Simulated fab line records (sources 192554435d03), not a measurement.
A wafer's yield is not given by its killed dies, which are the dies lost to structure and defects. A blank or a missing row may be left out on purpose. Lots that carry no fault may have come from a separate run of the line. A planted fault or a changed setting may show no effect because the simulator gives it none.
Problem report, 8D (eight disciplines) form, completed by code || flow n5_finfet || the parts of the form that need people (team, actions taken, sign-off) are left out

1. THE ISSUE
Mean of etch_rf_on_time_s at N5_BEOL_M8_ETCH_72: 3.79 s across 4 wafers in 3 lots; on wafers with no fault it is 5.18 s (standard deviation 0.2). That puts it -6.9 standard deviations away from the usual mean.
The step: etches underlayer in N2/H2, target depth 6.5 nm, time 5.2 s.
First seen on wafer L795.1, day 12 21:11, on rie_diel-02. The record has a number at this step for 26 wafers belonging to 10 lots. Rule for "out", or "out of limits": more than 4 standard deviations from the usual mean. The other wafers with a number count as sound.

2. WHAT IT IS AND WHAT IT IS NOT
{"question": "which readings at this step", "is": "etch_rf_on_time_s", "is not": "drypump_motor_current_A, rf_fwd_power_W, rf_vpp_V, showerhead_plenum_p_Torr, throttle_valve_pct"}
{"question": "which lots", "is": "L794, L795, L796", "is not": "L786, L787, L789, L801, L802, L803, L805"}
{"question": "which wafers of those lots", "is": "L794.5, L795.1, L795.5, L796.5", "is not": "L794.3, L796.4"}
{"question": "read on which tools", "is": "rie_diel-02", "is not": "rie_diel-03, rie_diel-04"}
{"question": "when", "is": "from day 12 21:11", "is not": "up to then (9 sound wafers); but 13 sound wafers of L794, L796, L801, L802, L803, L805 came after"}

3. WHAT RULES OUT EACH SUSPECT
Counting: if a tool at a process step up to the reading ran every lot that is out, it stays a suspect. Sound lots after the first of them don't rule it out here, since some wafers of a struck lot are sound.
- rie_diel-02 at N5_BEOL_M8_STRIP_19 (strips in O2): kept. Ran every lot that is out, first one L795 (day 12 17:20); last sound lot up to then L789 (day 11 00:55).
- rie_diel-02 at N5_BEOL_M8_ETCH_72 (etches underlayer in N2/H2, target depth 6.5 nm, time 5.2 s): kept. Ran every lot that is out, first one L795 (day 12 21:11); last sound lot up to then L787 (day 10 15:10). Its own readings are out on those wafers: etch_rf_on_time_s.
- Within rie_diel-02 at N5_BEOL_M8_ETCH_72: the wafers that are out ran in chambers 0, 2; their sound lot-mates ran in chamber 3.
After counting, rie_diel-02 at N5_BEOL_M8_STRIP_19 and rie_diel-02 at N5_BEOL_M8_ETCH_72 remain.

4. THE CAUSE (what the simulator had put in)
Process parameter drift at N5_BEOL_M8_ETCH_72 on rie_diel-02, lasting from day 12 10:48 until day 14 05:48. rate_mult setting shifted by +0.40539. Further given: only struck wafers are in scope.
This tool is one of the 2 suspects left after counting.

5. THE EFFECT CHAIN, in route order
One row per reading whose mean, taken over the struck wafers that have a number, lies over 3 standard deviations from the usual. Scope: only readings with a usual standard deviation given in the record; hours: median across lots of the time from each lot's start at the first step in this table that gives one to its start at this step; sigmas: change in usual standard deviations.
{"hours": 0, "step": "N5_BEOL_M8_ETCH_72", "reading": "etch_rf_on_time_s", "usual": "5.18 s", "on struck wafers": 3.79, "change": -1.39, "sigmas": -6.9}
Here are the process steps it includes:
- N5_BEOL_M8_ETCH_72: etches underlayer in N2/H2, target depth 6.5 nm, time 5.2 s.

6. WHAT WOULD HAVE CAUGHT IT SOONER
10 hours passed between the start of the fault at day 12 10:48 and the first reading out of limits in this record, taken at day 12 21:11.
